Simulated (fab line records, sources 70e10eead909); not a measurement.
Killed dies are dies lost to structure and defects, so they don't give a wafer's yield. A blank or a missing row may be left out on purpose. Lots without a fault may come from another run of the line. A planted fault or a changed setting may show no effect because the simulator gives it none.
Tool commonality check | flow nand_harc | 1 lot, 3 wafers sampled

WHY IT WAS OPENED
At NHARC_END_SORT_01 the reading killed_at_array is flagged on 1 of 1 lot. Wafers without a fault read 63, standard deviation 17.
Rule: a lot is flagged when every wafer of it that has a number lies more than 4 standard deviations from that mean, or none has a number. The other lots count as sound.

lot  | measured     | on        | killed_at_array, wafer by wafer | flag
L613 | day 28 03:13 | prober-02 | 669 674 673                     | FLAGGED
The numbers of the flagged lots are 672 on average: +609 against the usual, or +36 standard deviations.

WHICH TOOL RAN EACH LOT
The record holds 4 process steps before the reading, out of a route of 1302 steps. In each cell: the tool, then ch and the chambers that the sampled wafers went through, then the start.
lot  | flag    | NHARC_A_DECK1_JOINT_ETCH_11         | NHARC_A_BONDPAD_STRIP_15 | NHARC_A_BONDPAD_CMP_19 | NHARC_HYBRID_BOND_ACTIVATE_00
L613 | FLAGGED | wet_bench-07 ch 1,3,6, day 14 16:05 | no row                   | no row                 | no row
What these steps do:
- NHARC_A_DECK1_JOINT_ETCH_11: etches SiO2 in dHF, target depth 35 nm.
- NHARC_A_BONDPAD_STRIP_15: strips in O2.
- NHARC_A_BONDPAD_CMP_19: polishes, t overpolish 30 s, cu recess touch 16 s, target thk 169.82 nm.
- NHARC_HYBRID_BOND_ACTIVATE_00: chemistry N2, time 60 s.
- NHARC_END_SORT_01

FLAGGED OVER TOTAL, TOOL BY TOOL (the gauges that took the reading come last)
step                        | tool         | lots run | flagged | share of the flagged lots | sound lots run after its first flagged lot
NHARC_A_DECK1_JOINT_ETCH_11 | wet_bench-07 | 1        | 1       | all                       | 0
NHARC_END_SORT_01           | prober-02    | 1        | 1       | all                       | 0

WHAT THE TABLE ALLOWS
2 rows of the table ran every flagged lot: wet_bench-07 at NHARC_A_DECK1_JOINT_ETCH_11, prober-02 at NHARC_END_SORT_01.
- wet_bench-07 at NHARC_A_DECK1_JOINT_ETCH_11: 1 of its 1 lot flagged. It ran no sound lot before its first flagged lot in this sample, so the start can't be narrowed down.
- prober-02 at NHARC_END_SORT_01: 1 of its 1 lot flagged. It ran no sound lot before its first flagged lot in this sample, so the start can't be narrowed down.
Counting lots can't tell these 2 tools apart, because each fits a fault that began at some hour. More lots, or a look at what each step does to the wafer, might.

WHAT THE SIMULATOR HAD PUT IN
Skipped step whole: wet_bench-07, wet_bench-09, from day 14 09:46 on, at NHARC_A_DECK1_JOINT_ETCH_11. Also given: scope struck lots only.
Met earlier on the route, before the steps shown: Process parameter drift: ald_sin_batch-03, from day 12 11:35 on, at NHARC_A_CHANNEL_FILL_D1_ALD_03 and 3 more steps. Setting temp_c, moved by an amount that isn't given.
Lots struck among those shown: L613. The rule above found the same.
